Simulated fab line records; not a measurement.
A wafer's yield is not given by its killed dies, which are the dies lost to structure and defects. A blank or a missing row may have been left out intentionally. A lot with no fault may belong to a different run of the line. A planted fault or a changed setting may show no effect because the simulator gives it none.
fab line records	flow nand_harc	part 1 of 2: steps 1 to 30 of 39
record lots=5	wafers=15	last_day=32
route steps=1302 shown A_SOURCE_PLATE@423 A_ONON_D1@424 A_CHANNEL_HOLE_D1@450
lots that met no fault: from a run of the same line without faults
start_h: hours from the record's first day to the start of the lot's first wafer shown	wait_h: how many hours have passed since the lot's step before this one	" same as the row above	L1.1+2: one row covering several wafers at once	- either no value or no given start	* or withheld: withheld	< > ~ a bound
route shown NAME@n: names a module that has steps shown in the file, with the first one's number in the route	usual: the fault-free wafers' mean and standard deviation	same: alike in all rows	chamber/n: place in a boat	sites: readings site by site	_std_site: how widely they spread, as a standard deviation	_edge_site: the outer-site mean with the inner-site mean subtracted	radius_mm: for every site, how far away it sits from the centre of the wafer	mask NAME#n: copy n	behind: tool/chamber where the wafer was last shaped	hold: what put the lot on hold/how long, in hours/how the hold closed	device: names the non-switching transistor (n, p or np)	end of line: tests of these same wafers at the route's end	step lacking rows: just its recipe	killed: the dies lost at the first sort to structure and to defects; this is not the yield of the wafer	map: a wafer's dies, marking killed ones x, the rest . and places with no die _
set.NAME: the setting that was run; set.NAME@STEP: the one run at that earlier step	model.NAME: the simulator's own value behind a step, which no gauge read
certain route steps with their lots: each step a table, each wafer a row
services: when a tool's chamber went out of use (start_h, in hours from the record's first day, below 0 if earlier), for how many hours, and the reason
## steps
# step NHARC_A_SOURCE_PLATE_INSPECT_08
# usual raw_defect_count=62/26
lot.wafer	tool	chamber	start_h	wait_h	raw_defect_count
L079.1	defect_inspect-02	-	209.97	0.0	30
L079.5	"	-	"	"	68
L079.6	"	-	"	"	56
L084.1	defect_inspect-01	-	261.71	0.0	55
L084.3	"	-	"	"	49
L084.4	"	-	"	"	59
L087.3	defect_inspect-02	-	288.70	0.0	59
L087.4	"	-	"	"	91
L087.6	"	-	"	"	86
L091.1	defect_inspect-01	-	333.01	0.0	58
L091.2	"	-	"	"	50
L091.3	"	-	"	"	34
L094.1	defect_inspect-02	-	363.00	0.0	33
L094.4	"	-	"	"	31
L094.6	"	-	"	"	69
# step NHARC_A_ONON_D1_DEP_00
# recipe target_thk_a=10000	n2_flow_sccm=2750	n2o_flow_sccm=2000	nh3_flow_sccm=500	sih4_flow_sccm=210	temp_c=400
lot.wafer	tool	chamber	start_h	wait_h
L079.1+5+6	pecvd_onon-01	0	210.04	0.1
L084.1+3+4	pecvd_onon-04	0	261.78	0.1
L087.3+4+6	pecvd_onon-01	0	288.89	0.2
L091.1+2+3	pecvd_onon-01	0	333.07	0.1
L094.1+4+6	pecvd_onon-01	0	363.07	0.1
# step NHARC_A_ONON_D1_THK_MEAS_02
# recipe thk_meas_gauge=ellipsometry
# usual thk_nm=999/9.2
lot.wafer	tool	chamber	start_h	wait_h	thk_nm
L079.1	film_metro-01	-	210.55	-	1001
L079.5	"	-	"	"	1001
L079.6	"	-	"	"	1003
L084.1	film_metro-01	-	262.29	-	977
L084.3	"	-	"	"	976
L084.4	"	-	"	"	973
L087.3	film_metro-01	-	289.28	-	1002
L087.4	"	-	"	"	1003
L087.6	"	-	"	"	1005
L091.1	film_metro-01	-	333.58	-	994
L091.2	"	-	"	"	993
L091.3	"	-	"	"	994
L094.1	film_metro-02	-	363.58	-	1002
L094.4	"	-	"	"	1002
L094.6	"	-	"	"	1003
# step NHARC_A_ONON_D1_DEP_03
# recipe target_thk_a=10000	n2_flow_sccm=2750	n2o_flow_sccm=2000	nh3_flow_sccm=500	sih4_flow_sccm=210	temp_c=400
lot.wafer	tool	chamber	start_h	wait_h
L079.1+5+6	pecvd_onon-04	0	210.60	0.1
L084.1+3+4	pecvd_onon-02	0	262.34	0.1
L087.3+4+6	pecvd_onon-02	0	289.45	0.2
L091.1+2+3	pecvd_onon-04	0	333.63	0.1
L094.1+4+6	pecvd_onon-04	0	363.64	0.1
# step NHARC_A_ONON_D1_THK_MEAS_05
# recipe thk_meas_gauge=ellipsometry
# usual thk_nm=1001/9.9
lot.wafer	tool	chamber	start_h	wait_h	thk_nm
L079.1	film_metro-02	-	211.11	-	991
L079.5	"	-	"	"	993
L079.6	"	-	"	"	995
L084.1	film_metro-01	-	262.86	-	993
L084.3	"	-	"	"	991
L084.4	"	-	"	"	993
L087.3	film_metro-01	-	289.85	-	996
L087.4	"	-	"	"	994
L087.6	"	-	"	"	995
L091.1	film_metro-02	-	334.14	-	1002
L091.2	"	-	"	"	1002
L091.3	"	-	"	"	1003
L094.1	film_metro-02	-	364.15	-	988
L094.4	"	-	"	"	987
L094.6	"	-	"	"	987
# step NHARC_A_ONON_D1_DEP_06
# recipe target_thk_a=10000	n2_flow_sccm=2750	n2o_flow_sccm=2000	nh3_flow_sccm=500	sih4_flow_sccm=210	temp_c=400
lot.wafer	tool	chamber	start_h	wait_h
L079.1+5+6	pecvd_onon-02	0	211.16	0.1
L084.1+3+4	pecvd_onon-04	0	262.91	0.1
L087.3+4+6	pecvd_onon-02	0	290.02	0.2
L091.1+2+3	pecvd_onon-02	0	334.19	0.1
L094.1+4+6	pecvd_onon-02	0	364.20	0.1
# step NHARC_A_ONON_D1_THK_MEAS_08
# recipe thk_meas_gauge=ellipsometry
# usual thk_nm=1003/11
lot.wafer	tool	chamber	start_h	wait_h	thk_nm
L079.1	film_metro-02	-	211.67	-	1010
L079.5	"	-	"	"	1012
L079.6	"	-	"	"	1008
L084.1	film_metro-01	-	263.45	-	1028
L084.3	"	-	"	"	1031
L084.4	"	-	"	"	1028
L087.3	film_metro-01	-	290.41	-	994
L087.4	"	-	"	"	996
L087.6	"	-	"	"	996
L091.1	film_metro-01	-	334.70	-	1015
L091.2	"	-	"	"	1016
L091.3	"	-	"	"	1014
L094.1	film_metro-01	-	364.71	-	1002
L094.4	"	-	"	"	1004
L094.6	"	-	"	"	1003
# step NHARC_A_ONON_D1_DEP_09
# recipe target_thk_a=10000	n2_flow_sccm=2750	n2o_flow_sccm=2000	nh3_flow_sccm=500	sih4_flow_sccm=210	temp_c=400
lot.wafer	tool	chamber	start_h	wait_h
L079.1+5+6	pecvd_onon-01	0	211.73	0.1
L084.1+3+4	pecvd_onon-01	0	263.50	0.1
L087.3+4+6	pecvd_onon-02	0	290.59	0.2
L091.1+2+3	pecvd_onon-01	0	334.76	0.1
L094.1+4+6	pecvd_onon-01	0	364.77	0.1
# step NHARC_A_ONON_D1_THK_MEAS_11
# recipe thk_meas_gauge=ellipsometry
# usual thk_nm=1001/9.4
lot.wafer	tool	chamber	start_h	wait_h	thk_nm
L079.1	film_metro-02	-	212.24	-	1016
L079.5	"	-	"	"	1016
L079.6	"	-	"	"	1017
L084.1	film_metro-02	-	264.02	-	1021
L084.3	"	-	"	"	1022
L084.4	"	-	"	"	1020
L087.3	film_metro-01	-	290.98	-	1002
L087.4	"	-	"	"	1001
L087.6	"	-	"	"	1000
L091.1	film_metro-02	-	335.27	-	1000
L091.2	"	-	"	"	1000
L091.3	"	-	"	"	1000
L094.1	film_metro-02	-	365.30	-	1002
L094.4	"	-	"	"	1006
L094.6	"	-	"	"	1003
# step NHARC_A_ONON_D1_DEP_12
# recipe target_thk_a=10000	n2_flow_sccm=2750	n2o_flow_sccm=2000	nh3_flow_sccm=500	sih4_flow_sccm=210	temp_c=400
lot.wafer	tool	chamber	start_h	wait_h
L079.1+5+6	pecvd_onon-04	0	212.29	0.1
L084.1+3+4	pecvd_onon-02	0	264.07	0.1
L087.3+4+6	pecvd_onon-02	0	291.15	0.2
L091.1+2+3	pecvd_onon-02	0	335.33	0.1
L094.1+4+6	pecvd_onon-04	0	365.36	0.1
# step NHARC_A_ONON_D1_THK_MEAS_14
# recipe thk_meas_gauge=ellipsometry
# usual thk_nm=999/10
lot.wafer	tool	chamber	start_h	wait_h	thk_nm
L079.1	film_metro-01	-	212.81	-	1010
L079.5	"	-	"	"	1010
L079.6	"	-	"	"	1009
L084.1	film_metro-01	-	264.59	-	1015
L084.3	"	-	"	"	1015
L084.4	"	-	"	"	1014
L087.3	film_metro-01	-	291.54	-	999
L087.4	"	-	"	"	1000
L087.6	"	-	"	"	1000
L091.1	film_metro-02	-	335.85	-	989
L091.2	"	-	"	"	989
L091.3	"	-	"	"	988
L094.1	film_metro-02	-	365.87	-	989
L094.4	"	-	"	"	989
L094.6	"	-	"	"	989
# step NHARC_A_ONON_D1_ANNEAL_15
# recipe temp_c=750	time_s=3600
# usual spike_tc_top_C=766.5/1.3
lot.wafer	tool	chamber	start_h	wait_h	spike_tc_top_C
L079.1	furnace-04	0	216.21	3.4	766.4
L079.5	"	0	"	"	766.4
L079.6	"	0	"	"	766.4
L084.1	furnace-04	0	267.94	3.4	767.1
L084.3	"	0	"	"	766.1
L084.4	"	0	"	"	766.1
L087.3	furnace-01	0	301.29	9.7	764.8
L087.4	"	0	"	"	763.4
L087.6	"	0	"	"	762.8
L091.1	furnace-04	0	339.43	3.6	765.3
L091.2	"	0	"	"	767.8
L091.3	"	0	"	"	767.2
L094.1	furnace-02	0	369.55	3.7	767.3
L094.4	"	0	"	"	766.4
L094.6	"	0	"	"	767.2
# step NHARC_A_ONON_D1_DEP_16
# recipe target_thk_a=10000	n2_flow_sccm=2750	n2o_flow_sccm=2000	nh3_flow_sccm=500	sih4_flow_sccm=210	temp_c=400
lot.wafer	tool	chamber	start_h	wait_h
L079.1+5+6	pecvd_onon-01	0	220.13	0.1
L084.1+3+4	pecvd_onon-04	0	271.80	0.1
L087.3+4+6	pecvd_onon-01	0	305.29	0.2
L091.1+2+3	pecvd_onon-01	0	343.36	0.1
L094.1+4+6	pecvd_onon-01	0	373.44	0.1
# step NHARC_A_ONON_D1_THK_MEAS_18
# recipe thk_meas_gauge=ellipsometry
# usual thk_nm=1000/8.6
lot.wafer	tool	chamber	start_h	wait_h	thk_nm
L079.1	film_metro-02	-	220.64	-	1012
L079.5	"	-	"	"	1011
L079.6	"	-	"	"	1013
L084.1	film_metro-01	-	272.31	-	1011
L084.3	"	-	"	"	1011
L084.4	"	-	"	"	1011
L087.3	film_metro-02	-	305.69	-	987
L087.4	"	-	"	"	986
L087.6	"	-	"	"	987
L091.1	film_metro-01	-	343.88	-	1011
L091.2	"	-	"	"	1012
L091.3	"	-	"	"	1014
L094.1	film_metro-02	-	373.95	-	982
L094.4	"	-	"	"	984
L094.6	"	-	"	"	981
# step NHARC_A_ONON_D1_DEP_19
# recipe target_thk_a=10000	n2_flow_sccm=2750	n2o_flow_sccm=2000	nh3_flow_sccm=500	sih4_flow_sccm=210	temp_c=400
lot.wafer	tool	chamber	start_h	wait_h
L079.1+5+6	pecvd_onon-04	0	220.69	0.1
L084.1+3+4	pecvd_onon-02	0	272.37	0.1
L087.3+4+6	pecvd_onon-02	0	305.86	0.2
L091.1+2+3	pecvd_onon-02	0	343.93	0.1
L094.1+4+6	pecvd_onon-04	0	374.01	0.1
# step NHARC_A_ONON_D1_THK_MEAS_21
# recipe thk_meas_gauge=ellipsometry
# usual thk_nm=1000/10
lot.wafer	tool	chamber	start_h	wait_h	thk_nm
L079.1	film_metro-01	-	221.20	-	980
L079.5	"	-	"	"	979
L079.6	"	-	"	"	980
L084.1	film_metro-02	-	272.88	-	988
L084.3	"	-	"	"	990
L084.4	"	-	"	"	988
L087.3	film_metro-01	-	306.25	-	1016
L087.4	"	-	"	"	1014
L087.6	"	-	"	"	1016
L091.1	film_metro-02	-	344.44	-	1002
L091.2	"	-	"	"	1003
L091.3	"	-	"	"	1004
L094.1	film_metro-01	-	374.52	-	990
L094.4	"	-	"	"	990
L094.6	"	-	"	"	989
# step NHARC_A_ONON_D1_DEP_22
# recipe target_thk_a=10000	n2_flow_sccm=2750	n2o_flow_sccm=2000	nh3_flow_sccm=500	sih4_flow_sccm=210	temp_c=400
lot.wafer	tool	chamber	start_h	wait_h
L079.1+5+6	pecvd_onon-02	0	221.26	0.1
L084.1+3+4	pecvd_onon-02	0	272.94	0.1
L087.3+4+6	pecvd_onon-04	0	306.42	0.2
L091.1+2+3	pecvd_onon-01	0	344.50	0.1
L094.1+4+6	pecvd_onon-01	0	374.58	0.1
# step NHARC_A_ONON_D1_THK_MEAS_24
# recipe thk_meas_gauge=ellipsometry
# usual thk_nm=998/11
lot.wafer	tool	chamber	start_h	wait_h	thk_nm
L079.1	film_metro-01	-	221.77	-	995
L079.5	"	-	"	"	996
L079.6	"	-	"	"	996
L084.1	film_metro-01	-	273.47	-	1009
L084.3	"	-	"	"	1010
L084.4	"	-	"	"	1009
L087.3	film_metro-01	-	306.82	-	1010
L087.4	"	-	"	"	1011
L087.6	"	-	"	"	1010
L091.1	film_metro-01	-	345.01	-	1010
L091.2	"	-	"	"	1008
L091.3	"	-	"	"	1009
L094.1	film_metro-01	-	375.09	-	1000
L094.4	"	-	"	"	1000
L094.6	"	-	"	"	1000
# step NHARC_A_ONON_D1_DEP_25
# recipe target_thk_a=10000	n2_flow_sccm=2750	n2o_flow_sccm=2000	nh3_flow_sccm=500	sih4_flow_sccm=210	temp_c=400
lot.wafer	tool	chamber	start_h	wait_h
L079.1+5+6	pecvd_onon-04	0	221.83	0.1
L084.1+3+4	pecvd_onon-02	0	273.53	0.1
L087.3+4+6	pecvd_onon-02	0	306.99	0.2
L091.1+2+3	pecvd_onon-04	0	345.06	0.1
L094.1+4+6	pecvd_onon-04	0	375.14	0.1
# step NHARC_A_ONON_D1_THK_MEAS_27
# recipe thk_meas_gauge=ellipsometry
# usual thk_nm=999/8.9
lot.wafer	tool	chamber	start_h	wait_h	thk_nm
L079.1	film_metro-02	-	222.33	-	1019
L079.5	"	-	"	"	1018
L079.6	"	-	"	"	1019
L084.1	film_metro-02	-	274.04	-	1010
L084.3	"	-	"	"	1011
L084.4	"	-	"	"	1011
L087.3	film_metro-02	-	307.39	-	989
L087.4	"	-	"	"	988
L087.6	"	-	"	"	988
L091.1	film_metro-02	-	345.58	-	1008
L091.2	"	-	"	"	1006
L091.3	"	-	"	"	1006
L094.1	film_metro-01	-	375.65	-	996
L094.4	"	-	"	"	995
L094.6	"	-	"	"	993
# step NHARC_A_ONON_D1_DEP_28
# recipe target_thk_a=10000	n2_flow_sccm=2750	n2o_flow_sccm=2000	nh3_flow_sccm=500	sih4_flow_sccm=210	temp_c=400
lot.wafer	tool	chamber	start_h	wait_h
L079.1+5+6	pecvd_onon-01	0	222.39	0.1
L084.1+3+4	pecvd_onon-02	0	274.10	0.1
L087.3+4+6	pecvd_onon-01	0	307.56	0.2
L091.1+2+3	pecvd_onon-02	0	345.63	0.1
L094.1+4+6	pecvd_onon-01	0	375.71	0.1
# step NHARC_A_ONON_D1_THK_MEAS_30
# recipe thk_meas_gauge=ellipsometry
# usual thk_nm=1003/12
lot.wafer	tool	chamber	start_h	wait_h	thk_nm
L079.1	film_metro-01	-	222.90	-	1007
L079.5	"	-	"	"	1008
L079.6	"	-	"	"	1007
L084.1	film_metro-01	-	274.61	-	1013
L084.3	"	-	"	"	1014
L084.4	"	-	"	"	1013
L087.3	film_metro-01	-	307.96	-	1001
L087.4	"	-	"	"	1000
L087.6	"	-	"	"	1000
L091.1	film_metro-02	-	346.14	-	1008
L091.2	"	-	"	"	1007
L091.3	"	-	"	"	1005
L094.1	film_metro-01	-	376.22	-	1007
L094.4	"	-	"	"	1008
L094.6	"	-	"	"	1009
# step NHARC_A_ONON_D1_DEP_33
# recipe target_thk_a=2000	temp_c=400	pressure_torr=6.5	rf_w=900	teos_flow_sccm=161.4	flow_sccm=2650	target_thk_nm=200	gas=O2	material=SiO2
# usual heater_power_w=530/100	throttle_valve_pct=15.7/0.5
lot.wafer	tool	chamber	start_h	wait_h	heater_power_w	throttle_valve_pct
L079.1	pecvd-02	2	223.02	0.1	550	15.9
L079.5	"	1	"	"	559	16.0
L079.6	"	2	"	"	563	15.5
L084.3	pecvd-02	2	274.67	0.1	521	15.1
L084.1	"	1	"	"	490	15.9
L084.4	"	2	"	"	536	15.2
L087.3	pecvd-03	0	308.01	0.1	562	16.1
L087.4	"	0	"	"	560	16.1
L087.6	"	1	"	"	447	16.0
L091.2	pecvd-02	1	346.20	0.1	508	16.0
L091.1	"	2	"	"	519	14.9
L091.3	"	0	"	"	673	15.5
L094.1	pecvd-02	2	376.32	0.1	593	15.4
L094.4	"	1	"	"	446	15.6
L094.6	"	0	"	"	774	15.6
# step NHARC_A_ONON_D1_THK_MEAS_34
# recipe thk_meas_gauge=ellipsometry
# usual thk_nm=200/3.2
lot.wafer	tool	chamber	start_h	wait_h	thk_nm
L079.1	film_metro-02	-	223.51	0.4	196
L079.5	"	-	"	"	200
L079.6	"	-	"	"	198
L084.1	film_metro-02	-	275.08	-	198
L084.3	"	-	"	"	196
L084.4	"	-	"	"	199
L087.3	film_metro-01	-	308.43	-	199
L087.4	"	-	"	"	202
L087.6	"	-	"	"	202
L091.1	film_metro-01	-	346.61	-	197
L091.2	"	-	"	"	197
L091.3	"	-	"	"	197
L094.1	film_metro-01	-	376.69	-	195
L094.4	"	-	"	"	206
L094.6	"	-	"	"	199
# step NHARC_A_ONON_D1_INSPECT_32
# usual raw_defect_count=75/26
lot.wafer	tool	chamber	start_h	wait_h	raw_defect_count
L079.1	defect_inspect-01	-	223.59	0.0	39
L079.5	"	-	"	"	74
L079.6	"	-	"	"	63
L084.1	defect_inspect-02	-	275.14	0.0	63
L084.3	"	-	"	"	56
L084.4	"	-	"	"	67
L087.3	defect_inspect-01	-	308.49	0.0	70
L087.4	"	-	"	"	106
L087.6	"	-	"	"	95
L091.1	defect_inspect-02	-	346.68	0.0	65
L091.2	"	-	"	"	61
L091.3	"	-	"	"	43
L094.1	defect_inspect-02	-	376.75	0.0	47
L094.4	"	-	"	"	52
L094.6	"	-	"	"	78
# step NHARC_A_CHANNEL_HOLE_D1_DEP_00
# recipe target_thk_a=31000	temp_c=400	material=aC
# usual throttle_valve_pct=35.001/0.0087
lot.wafer	tool	chamber	start_h	wait_h	throttle_valve_pct
L079.1	acl_dep-02	0	224.35	0.8	34.994
L079.5	"	0	225.61	2.0	35.004
L079.6	"	0	"	"	35.008
L084.1	acl_dep-02	0	276.89	1.8	35.009
L084.3	"	0	"	"	35.015
L084.4	"	0	"	"	35.001
L087.3	acl_dep-01	0	316.06	7.6	34.999
L087.4	"	0	"	"	34.992
L087.6	"	0	"	"	35.000
L091.1	acl_dep-03	0	346.74	0.1	34.993
L091.2	"	0	"	"	34.987
L091.3	"	0	"	"	35.002
L094.1	acl_dep-02	0	377.04	0.3	34.989
L094.4	"	0	"	"	34.996
L094.6	"	0	"	"	35.007
# step NHARC_A_CHANNEL_HOLE_D1_DEP_01
# recipe target_thk_a=1400	target_thk_nm=140	temp_c=400	pressure_torr=3.5	flow_sccm=200	rf_w=350	material=SiON
# usual heater_power_w=698/82
lot.wafer	tool	chamber	start_h	wait_h	heater_power_w
L079.1	pecvd-04	2	226.29	1.6	712
L079.5	"	1	"	"	761
L079.6	"	0	"	"	833
L084.1	pecvd-03	0	278.82	1.6	782
L084.3	"	1	"	"	676
L084.4	"	1	"	"	663
L087.3	pecvd-03	1	317.38	1.0	579
L087.6	"	0	"	"	782
L087.4	"	1	"	"	586
L091.2	pecvd-01	0	348.69	1.3	637
L091.1	"	1	"	"	738
L091.3	"	2	"	"	785
L094.1	pecvd-01	2	379.02	1.7	752
L094.6	"	1	"	"	774
L094.4	"	2	"	"	773
# step NHARC_A_CHANNEL_HOLE_D1_DEHYDRATE_02
# recipe temp_c=150	time_s=120
# usual chill_plate_temp_C=23.01/0.11	heater_power_total_W=182.7/1.3	plate_temp_C=149.99/0.14
lot.wafer	tool	chamber	start_h	wait_h	chill_plate_temp_C	heater_power_total_W	plate_temp_C
L079.1	litho_track-01	0	226.53	0.2	22.78	182.3	149.97
L079.5	"	0	"	"	22.90	181.3	149.98
L079.6	"	0	"	"	22.90	182.2	150.06
L084.1	litho_track-06	0	279.09	0.2	23.01	180.9	149.98
L084.3	"	0	"	"	23.08	185.0	149.89
L084.4	"	0	"	"	23.04	184.4	149.96
L087.3	litho_track-04	0	317.62	0.2	22.89	181.2	149.81
L087.4	"	0	"	"	23.08	182.1	150.05
L087.6	"	0	"	"	22.85	182.8	150.01
L091.1	litho_track-04	0	348.96	0.2	23.10	183.0	150.17
L091.2	"	0	"	"	23.05	180.8	150.01
L091.3	"	0	"	"	23.14	181.9	149.97
L094.1	litho_track-06	0	379.26	0.2	22.90	184.9	149.95
L094.4	"	0	"	"	23.15	181.4	150.11
L094.6	"	0	"	"	23.13	183.6	150.05
# step NHARC_A_CHANNEL_HOLE_D1_HMDS_03
# recipe time_s=30
# usual chill_plate_temp_C=22.99/0.11
lot.wafer	tool	chamber	start_h	wait_h	chill_plate_temp_C
L079.1	litho_track-01	0	-	-	22.98
L079.5	"	0	"	"	22.86
L079.6	"	0	"	"	23.00
L084.1	litho_track-06	0	-	-	23.03
L084.3	"	0	"	"	23.06
L084.4	"	0	"	"	23.05
L087.3	litho_track-04	0	-	-	22.99
L087.4	"	0	"	"	22.92
L087.6	"	0	"	"	22.94
L091.1	litho_track-04	0	-	-	23.02
L091.2	"	0	"	"	23.02
L091.3	"	0	"	"	22.94
L094.1	litho_track-06	0	-	-	23.02
L094.4	"	0	"	"	23.20
L094.6	"	0	"	"	23.06
# step NHARC_A_CHANNEL_HOLE_D1_COAT_36
# recipe temp_c=260	time_s=75
# usual chill_plate_temp_C=23.01/0.1	heater_power_total_W=486.7/1.6	plate_temp_C=259.96/0.18
lot.wafer	tool	chamber	start_h	wait_h	chill_plate_temp_C	heater_power_total_W	plate_temp_C
L079.1	litho_track-01	0	-	-	22.99	486.2	260.05
L079.5	"	0	"	"	23.14	484.7	260.02
L079.6	"	0	"	"	23.13	488.9	259.90
L084.1	litho_track-06	0	-	-	22.94	485.2	260.02
L084.3	"	0	"	"	22.92	485.6	260.10
L084.4	"	0	"	"	22.89	487.2	259.87
L087.3	litho_track-04	0	-	-	22.87	486.2	259.79
L087.4	"	0	"	"	22.90	486.4	260.32
L087.6	"	0	"	"	22.91	487.3	260.25
L091.1	litho_track-04	0	-	-	22.79	484.9	259.87
L091.2	"	0	"	"	22.95	487.6	259.63
L091.3	"	0	"	"	22.98	484.7	259.75
L094.1	litho_track-06	0	-	-	23.11	485.1	260.25
L094.4	"	0	"	"	22.93	486.6	260.35
L094.6	"	0	"	"	23.04	487.1	260.30
